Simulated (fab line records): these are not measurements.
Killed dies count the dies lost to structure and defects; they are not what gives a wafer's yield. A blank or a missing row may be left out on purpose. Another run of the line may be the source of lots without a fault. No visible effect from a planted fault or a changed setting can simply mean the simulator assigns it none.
A lot that was struck, set against a sound lot :: flow nand_harc :: 14 out of 1302 route steps
Sound: wafers L116.2, L116.3, L116.6. Struck: wafers L106.1, L106.3, L106.5. The cause is given at the end.
At each step with rows: each side's tool, then ch and its chambers, then its first start. Under that, the readings that differ: sound wafers :: struck wafers :: difference of the means :: sigmas: that difference in standard deviations of wafers without a fault.
alike: words and numbers the same on both sides, and readings whose means are apart by under 2 such deviations; not compared: readings that were withheld, readings missing a value for some wafer, numbers with overlapping values and no deviation given by the record, and bounds like >300 which may hide the same value.
A row with sigmas, a row that says differs or no value, or rows on one side alone: a step with any of these is where the two part. Numbers that have no deviation but don't overlap get no sigmas and don't part them. A reading missing from all wafers of one side parts the sides only when that side holds two or more wafers.

first, 1 step without rows for these wafers: NHARC_A_SLIT_STRIP_28 (strips in O2/COS).
NHARC_A_SLIT_ETCH_29: etches the open film in CF4/O2, target depth 100 nm, overetch 10 nm, time 55 s.
  sound on rie_diel-03 ch 0,1, day 26 09:14; struck on rie_diel-03 ch 0,2, day 23 05:53
  alike: drypump_motor_current_A, oes_product_au, rf_vpp_V, showerhead_plenum_p_Torr, throttle_valve_pct
  not compared: rf_hours_counter_h
NHARC_A_SLIT_STRIP_18: strips in O2.
  sound on rie_diel-03 ch 0,1,3; struck on rie_diel-03 ch 0,2
  alike: drypump_motor_current_A, oes_product_au, rf_vpp_V, showerhead_plenum_p_Torr, throttle_valve_pct
  not compared: rf_hours_counter_h
then, 2 steps without rows for these wafers: NHARC_A_SLIT_PRECLEAN_19 (cleans in SC1); NHARC_A_SLIT_SRD_20.
NHARC_A_SLIT_CD_MEAS_21:
  sound on cd_sem-01, day 26 09:46; struck on cd_sem-02, day 23 06:25
  alike: cd_nm
then, 3 steps without rows for these wafers: NHARC_A_SIN_REMOVE_WET_00 (chemistry H3PO4, time 15300 s); NHARC_A_SIN_REMOVE_PRECLEAN_01 (cleans in SC1); NHARC_A_SIN_REMOVE_SRD_02.
NHARC_A_SIN_REMOVE_INSPECT_04:
  sound on defect_inspect-01, day 26 16:18; struck on defect_inspect-02, day 23 13:14
  alike: raw_defect_count
NHARC_A_WL_FILL_ALD_00: deposits Al2O3, target thk 3 nm, pulse time 3 s, ald cycles 30.
  sound on ald_hk-02 ch 0,2,3, day 26 16:22; struck on ald_hk-02 ch 1,3, day 23 13:20
  alike: heater_power_w, precursor_pulse_height_rel
  not compared: since_wet_clean_h
NHARC_A_WL_FILL_RTA_01: time 5 s.
  sound on rtp_anneal-02 ch 0, day 26 16:39; struck on rtp_anneal-02 ch 0, day 23 13:34
reading: lamp_power_pct (%)
sound: 27.1 27.1 27.1
struck: 24.4 24.3 24.4
difference: -2.7
sigmas: -9

reading: lamp_zone_1_pct (%)
sound: 27.1 27.1 27.1
struck: 24.4 24.4 24.4
difference: -2.7
sigmas: -9

reading: lamp_zone_2_pct (%)
sound: 27.2 27.1 27.1
struck: 24.3 24.4 24.3
difference: -2.8
sigmas: -9

reading: lamp_zone_3_pct (%)
sound: 27.1 27.1 27.1
struck: 24.4 24.4 24.4
difference: -2.7
sigmas: -9

reading: lamp_zone_4_pct (%)
sound: 27.1 27.1 27.1
struck: 24.4 24.4 24.4
difference: -2.7
sigmas: -9

reading: lamp_zone_5_pct (%)
sound: 27.1 27.1 27.1
struck: 24.4 24.4 24.4
difference: -2.7
sigmas: -9

reading: lamp_zone_6_pct (%)
sound: 27.0 27.1 27.0
struck: 24.3 24.4 24.3
difference: -2.7
sigmas: -9

reading: lamp_zone_7_pct (%)
sound: 27.6 27.5 27.6
struck: 24.8 24.8 24.9
difference: -2.7
sigmas: -9

reading: wafer_temp_C_max
sound: 1008.3 1007.6 1006.2
struck: 967.2 975.4 967.2
difference: -37.4
sigmas: -25
NHARC_A_WL_FILL_ALD_02: deposits TiN, target thk 2 nm, pulse time 3 s, ald cycles 100.
  sound on ald_metal-03 ch 1,2, day 26 16:50; struck on ald_metal-03 ch 0,1,2, day 23 13:51
  alike: heater_power_w, precursor_pulse_height_rel
  not compared: since_wet_clean_h
NHARC_END_SORT_01:
  the record has rows for the sound wafers here (prober-01 ch 0, day 30 21:26) and none for the struck ones

WHERE THEY PART
First at NHARC_A_WL_FILL_RTA_01; last, within this record, at NHARC_END_SORT_01.

WHY: whatever the simulator had introduced
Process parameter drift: rtp_anneal-02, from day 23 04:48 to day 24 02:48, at NHARC_A_WL_FILL_RTA_01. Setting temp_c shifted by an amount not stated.
